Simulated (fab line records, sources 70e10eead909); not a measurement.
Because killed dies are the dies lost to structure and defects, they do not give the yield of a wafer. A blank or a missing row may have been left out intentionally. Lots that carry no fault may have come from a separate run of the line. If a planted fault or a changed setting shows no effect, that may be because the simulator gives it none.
Which tool did it? / flow nandHarc / 12 lots with 36 wafers sampled at 6 steps, on a route of 1159 steps

== WHAT THE GAUGES SHOWED, per wafer ==
NHARC_P_M0_OVL_MEAS_10: pitch 180 nm. Usual: overlayXNm -0.1 nm, standard deviation 0.72; overlayYNm -0.3 nm, standard deviation 0.87.
lot=L105; measured=day 5 18:22; on=overlay-01; overlayXNm (nm)=0.0 -0.3 -0.1; overlayYNm (nm)=0.5 0.5 1.0; flag=
lot=L106; measured=day 6 04:11; on=overlay-01; overlayXNm (nm)=-0.4 -0.4 0.2; overlayYNm (nm)=0.0 -0.4 -0.5; flag=
lot=L107; measured=day 6 04:38; on=overlay-01; overlayXNm (nm)=-1.2 -0.3 -1.6; overlayYNm (nm)=0.4 0.6 0.3; flag=
lot=L108; measured=day 6 11:44; on=overlay-01; overlayXNm (nm)=-0.6 -1.0 -1.2; overlayYNm (nm)=-1.3 -1.5 -1.2; flag=
lot=L109; measured=day 6 22:05; on=overlay-01; overlayXNm (nm)=0.0 -0.3 0.4; overlayYNm (nm)=-0.8 -1.4 -1.1; flag=
lot=L110; measured=day 7 06:19; on=overlay-02; overlayXNm (nm)=-1.3 -1.2 -1.2; overlayYNm (nm)=0.2 -0.1 0.1; flag=
lot=L111; measured=day 7 09:27; on=overlay-02; overlayXNm (nm)=0.2 0.9 1.1; overlayYNm (nm)=-1.4 -1.2 -1.4; flag=
lot=L116; measured=day 8 20:36; on=overlay-01; overlayXNm (nm)=-0.2 0.0 -0.4; overlayYNm (nm)=0.4 0.6 0.1; flag=
lot=L118; measured=day 8 21:42; on=overlay-02; overlayXNm (nm)=0.3 0.6 -0.3; overlayYNm (nm)=-0.3 0.1 -0.4; flag=
lot=L117; measured=day 8 22:08; on=overlay-01; overlayXNm (nm)=0.8 0.0 0.3; overlayYNm (nm)=-2.0 -2.3 -2.2; flag=
lot=L124; measured=day 10 17:16; on=overlay-01; overlayXNm (nm)=-0.3 0.1 0.4; overlayYNm (nm)=0.4 1.0 0.4; flag=
lot=L125; measured=day 10 17:48; on=overlay-02; overlayXNm (nm)=0.5 0.5 0.4; overlayYNm (nm)=0.2 0.1 -0.1; flag=

NHARC_P_M1_CD_MEAS_09: the cd target is 130 nm. Usual: cdNm at 130.0 nm, with a standard deviation of 0.66.
lot=L105; measured=day 5 23:41; on=cdSem-02; cdNm (nm)=130.4 129.6 129.4; flag=
lot=L106; measured=day 6 08:08; on=cdSem-01; cdNm (nm)=129.4 129.3 129.2; flag=
lot=L107; measured=day 6 08:58; on=cdSem-03; cdNm (nm)=129.7 129.3 129.6; flag=
lot=L108; measured=day 6 16:23; on=cdSem-03; cdNm (nm)=129.4 129.4 129.8; flag=
lot=L109; measured=day 7 02:14; on=cdSem-03; cdNm (nm)=129.9 129.9 130.2; flag=
lot=L110; measured=day 7 10:20; on=cdSem-01; cdNm (nm)=130.3 129.6 129.6; flag=
lot=L111; measured=day 7 13:17; on=cdSem-01; cdNm (nm)=129.2 129.8 129.7; flag=
lot=L116; measured=day 9 00:34; on=cdSem-03; cdNm (nm)=129.9 130.5 129.7; flag=
lot=L118; measured=day 9 01:40; on=cdSem-03; cdNm (nm)=70.9 71.1 70.3; flag=OFF
lot=L117; measured=day 9 02:10; on=cdSem-03; cdNm (nm)=71.5 70.4 71.3; flag=OFF
lot=L124; measured=day 10 21:14; on=cdSem-02; cdNm (nm)=130.0 129.4 130.4; flag=
lot=L125; measured=day 10 21:46; on=cdSem-02; cdNm (nm)=130.0 130.8 129.7; flag=

NHARC_END_SORT_01. Usual: defectLimitedYield 95.4 %, standard deviation 1.5; killedAtArray 27, standard deviation 9.9; killedAtOther 0.5, standard deviation 0.76; killedAtPeriphery 3.4, standard deviation 2.2; killedDies 31, standard deviation 10; killedOpen 3.3, standard deviation 2; killedShort 2.0, standard deviation 1.5; sort_bin_2_pct 1.5 %, standard deviation 0.64; sort_bin_3_pct 0.21 %, standard deviation 0.2; sort_bin_4_pct 2.9 %, standard deviation 0.97; sortNPass 646, standard deviation 10; sortRimYieldPct 96.9 %, standard deviation 2; sortYieldPct 95.4 %, standard deviation 1.5.
lot=L118; measured=day 22 05:43; on=prober-01; defectLimitedYield (%)=0 0 0; killedAtArray=28 26 27; killedAtOther=0 0 0; killedAtPeriphery=649 651 650; killedDies=677 677 677; killedOpen=6 4 4; killedShort=1 2 4; sort_bin_2_pct (%)=97.3 97.6 97.6; sort_bin_3_pct (%)=0.15 0.15 0.30; sort_bin_4_pct (%)=2.5 2.2 2.1; sortNPass=0 0 0; sortRimYieldPct (%)=0 0 0; sortYieldPct (%)=0 0 0; flag=OFF
lot=L117; measured=day 22 13:31; on=prober-01; defectLimitedYield (%)=0 0 0; killedAtArray=24 12 13; killedAtOther=0 0 0; killedAtPeriphery=653 665 664; killedDies=677 677 677; killedOpen=8 3 3; killedShort=7 0 3; sort_bin_2_pct (%)=97.3 98.5 98.4; sort_bin_3_pct (%)=0.30 0.15 0.15; sort_bin_4_pct (%)=2.4 1.3 1.5; sortNPass=0 0 0; sortRimYieldPct (%)=0 0 0; sortYieldPct (%)=0 0 0; flag=OFF

== TOOL THAT RAN EACH LOT (tool first, then ch and the chambers of the sampled wafers, then the start) ==
lot=L105; NHARC_P_M0_DEGAS_28=pvdSputter-01, day 5 19:23; NHARC_P_M1_PEB_07=lithoTrack-01 ch 0, day 5 23:36; NHARC_P_M1_ETCH_15=rieDiel-05 ch 0,1,3, no start
lot=L106; NHARC_P_M0_DEGAS_28=pvdSputter-01, day 6 05:14; NHARC_P_M1_PEB_07=lithoTrack-01 ch 0, day 6 08:03; NHARC_P_M1_ETCH_15=rieDiel-02 ch 1,2,3, no start
lot=L107; NHARC_P_M0_DEGAS_28=pvdSputter-02, day 6 05:40; NHARC_P_M1_PEB_07=lithoTrack-04 ch 0, day 6 08:53; NHARC_P_M1_ETCH_15=rieDiel-02 ch 0,2,3, no start
lot=L108; NHARC_P_M0_DEGAS_28=pvdSputter-01, day 6 13:17; NHARC_P_M1_PEB_07=lithoTrack-01 ch 0, day 6 16:19; NHARC_P_M1_ETCH_15=rieDiel-05 ch 0,1,2, no start
lot=L109; NHARC_P_M0_DEGAS_28=pvdSputter-03, day 6 23:25; NHARC_P_M1_PEB_07=lithoTrack-06 ch 0, day 7 02:09; NHARC_P_M1_ETCH_15=rieDiel-02 ch 0,1, no start
lot=L110; NHARC_P_M0_DEGAS_28=pvdSputter-02, day 7 07:22; NHARC_P_M1_PEB_07=lithoTrack-01 ch 0, day 7 10:15; NHARC_P_M1_ETCH_15=rieDiel-05 ch 0,1, no start
lot=L111; NHARC_P_M0_DEGAS_28=pvdSputter-01, day 7 10:28; NHARC_P_M1_PEB_07=lithoTrack-04 ch 0, day 7 13:12; NHARC_P_M1_ETCH_15=rieDiel-05 ch 0,1,2, no start
lot=L116; NHARC_P_M0_DEGAS_28=pvdSputter-02, day 8 21:37; NHARC_P_M1_PEB_07=lithoTrack-04 ch 0, day 9 00:29; NHARC_P_M1_ETCH_15=rieDiel-02 ch 1,2,3, no start
lot=L118; NHARC_P_M0_DEGAS_28=pvdSputter-02, day 8 22:43; NHARC_P_M1_PEB_07=lithoTrack-06 ch 0, day 9 01:35; NHARC_P_M1_ETCH_15=rieDiel-09 ch 0,1,2, day 22 05:43 or earlier
lot=L117; NHARC_P_M0_DEGAS_28=pvdSputter-03, day 8 23:10; NHARC_P_M1_PEB_07=lithoTrack-06 ch 0, day 9 02:05; NHARC_P_M1_ETCH_15=rieDiel-09 ch 0,1,3, day 22 13:31 or earlier
lot=L124; NHARC_P_M0_DEGAS_28=pvdSputter-01, day 10 18:19; NHARC_P_M1_PEB_07=lithoTrack-04 ch 0, day 10 21:09; NHARC_P_M1_ETCH_15=rieDiel-09 ch 1,2, no start
lot=L125; NHARC_P_M0_DEGAS_28=pvdSputter-01, day 10 18:51; NHARC_P_M1_PEB_07=lithoTrack-01 ch 0, day 10 21:41; NHARC_P_M1_ETCH_15=rieDiel-02 ch 1,2, no start
- NHARC_P_M0_DEGAS_28: time 60 s.
- NHARC_P_M1_PEB_07: peb time 65 s.
- NHARC_P_M1_ETCH_15: etches the open film in C4F8/Ar, target depth 182.5 nm, time 91.2 s.

== AS READ BY THE TOOLS THEMSELVES (means over the sampled wafers that have a number; for cases with no such wafer, the mark the record gives instead) ==
NHARC_P_M0_DEGAS_28. Usual: heaterPowerW at 344 W, with a standard deviation of 23.
lot=L105; tool=pvdSputter-01; heaterPowerW (W)=345; flag=
lot=L106; tool=pvdSputter-01; heaterPowerW (W)=357; flag=
lot=L107; tool=pvdSputter-02; heaterPowerW (W)=337; flag=
lot=L108; tool=pvdSputter-01; heaterPowerW (W)=354; flag=
lot=L109; tool=pvdSputter-03; heaterPowerW (W)=325; flag=
lot=L110; tool=pvdSputter-02; heaterPowerW (W)=327; flag=
lot=L111; tool=pvdSputter-01; heaterPowerW (W)=347; flag=
lot=L116; tool=pvdSputter-02; heaterPowerW (W)=353; flag=
lot=L118; tool=pvdSputter-02; heaterPowerW (W)=359; flag=
lot=L117; tool=pvdSputter-03; heaterPowerW (W)=343; flag=
lot=L124; tool=pvdSputter-01; heaterPowerW (W)=351; flag=
lot=L125; tool=pvdSputter-01; heaterPowerW (W)=343; flag=

NHARC_P_M1_PEB_07. Usual: heaterPowerTotalW 156.6 W, standard deviation 0.43; plateTempC 99.98 C, standard deviation 0.13.
lot=L105; tool=lithoTrack-01; heaterPowerTotalW (W)=156.4; plateTempC (C)=99.97; flag=
lot=L106; tool=lithoTrack-01; heaterPowerTotalW (W)=156.5; plateTempC (C)=99.93; flag=
lot=L107; tool=lithoTrack-04; heaterPowerTotalW (W)=156.7; plateTempC (C)=99.95; flag=
lot=L108; tool=lithoTrack-01; heaterPowerTotalW (W)=156.3; plateTempC (C)=100.08; flag=
lot=L109; tool=lithoTrack-06; heaterPowerTotalW (W)=156.6; plateTempC (C)=100.00; flag=
lot=L110; tool=lithoTrack-01; heaterPowerTotalW (W)=156.8; plateTempC (C)=99.94; flag=
lot=L111; tool=lithoTrack-04; heaterPowerTotalW (W)=157.1; plateTempC (C)=99.97; flag=
lot=L116; tool=lithoTrack-04; heaterPowerTotalW (W)=156.9; plateTempC (C)=99.92; flag=
lot=L118; tool=lithoTrack-06; heaterPowerTotalW (W)=131.6; plateTempC (C)=88.02; flag=OFF
lot=L117; tool=lithoTrack-06; heaterPowerTotalW (W)=131.4; plateTempC (C)=87.94; flag=OFF
lot=L124; tool=lithoTrack-04; heaterPowerTotalW (W)=156.6; plateTempC (C)=100.20; flag=
lot=L125; tool=lithoTrack-01; heaterPowerTotalW (W)=156.5; plateTempC (C)=99.98; flag=

NHARC_P_M1_ETCH_15. Usual: oesProductAu 0.954 a.u., standard deviation 0.025; rfVppV 442.0 V, standard deviation 2.3.
lot=L105; tool=rieDiel-05; oesProductAu (a.u.)=0.938; rfVppV (V)=443.4; flag=
lot=L106; tool=rieDiel-02; oesProductAu (a.u.)=0.924; rfVppV (V)=441.8; flag=
lot=L107; tool=rieDiel-02; oesProductAu (a.u.)=0.922; rfVppV (V)=440.9; flag=
lot=L108; tool=rieDiel-05; oesProductAu (a.u.)=0.927; rfVppV (V)=442.2; flag=
lot=L109; tool=rieDiel-02; oesProductAu (a.u.)=0.966; rfVppV (V)=440.5; flag=
lot=L110; tool=rieDiel-05; oesProductAu (a.u.)=0.920; rfVppV (V)=443.0; flag=
lot=L111; tool=rieDiel-05; oesProductAu (a.u.)=0.924; rfVppV (V)=443.9; flag=
lot=L116; tool=rieDiel-02; oesProductAu (a.u.)=0.971; rfVppV (V)=442.8; flag=
lot=L118; tool=rieDiel-09; oesProductAu (a.u.)=0.965; rfVppV (V)=441.4; flag=
lot=L117; tool=rieDiel-09; oesProductAu (a.u.)=0.931; rfVppV (V)=442.6; flag=
lot=L124; tool=rieDiel-09; oesProductAu (a.u.)=0.939; rfVppV (V)=440.9; flag=
lot=L125; tool=rieDiel-02; oesProductAu (a.u.)=0.970; rfVppV (V)=441.3; flag=

== THE ANSWER, worked out from the rows above alone ==
Rule: take the mean of a lot's wafers that have a number; if it is more than 3 standard deviations from the usual mean, the lot is off. Also off: a lot with no number at a reading for which 4 or more lots have one. The other lots that the step has rows for count as sound. Order of review: gauges by route order, followed by the tools' own readings, for which a lot's mean as printed above is used. The first step at which some lot is off is used, and at that step the reading that is off furthest; a lot without a number counts as furthest.
Off at NHARC_P_M1_CD_MEAS_09 (cdNm): L118, L117.
If a tool, at a process step before that reading, ran all the lots that are off and no sound lot after the first of them, it fits. The gauges at NHARC_P_M1_CD_MEAS_09 aren't tried: what is off there is off at NHARC_END_SORT_01 too, on other tools, and a gauge's error can't cause that. One fits: NHARC_P_M1_PEB_07 on lithoTrack-06. Its last sound lot is L109 (day 7 02:09), its first lot that is off L118 (day 9 01:35): a fault that began between those two fits.
The tool's own readings at NHARC_P_M1_PEB_07 bear it out: on the lots that are off they differ by more than 5 times the standard deviation of the sound lots' means. heaterPowerTotalW reads 131.5 W there against 156.6 W on the sound lots; plateTempC reads 87.98 C there against 99.99 C on the sound lots.

== WHAT WAS PUT IN BY THE SIMULATOR ==
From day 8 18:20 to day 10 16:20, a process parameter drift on lithoTrack-06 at NHARC_P_M1_PEB_07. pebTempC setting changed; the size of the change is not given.
Lots struck among those shown: L118, L117. The rule above found the same.
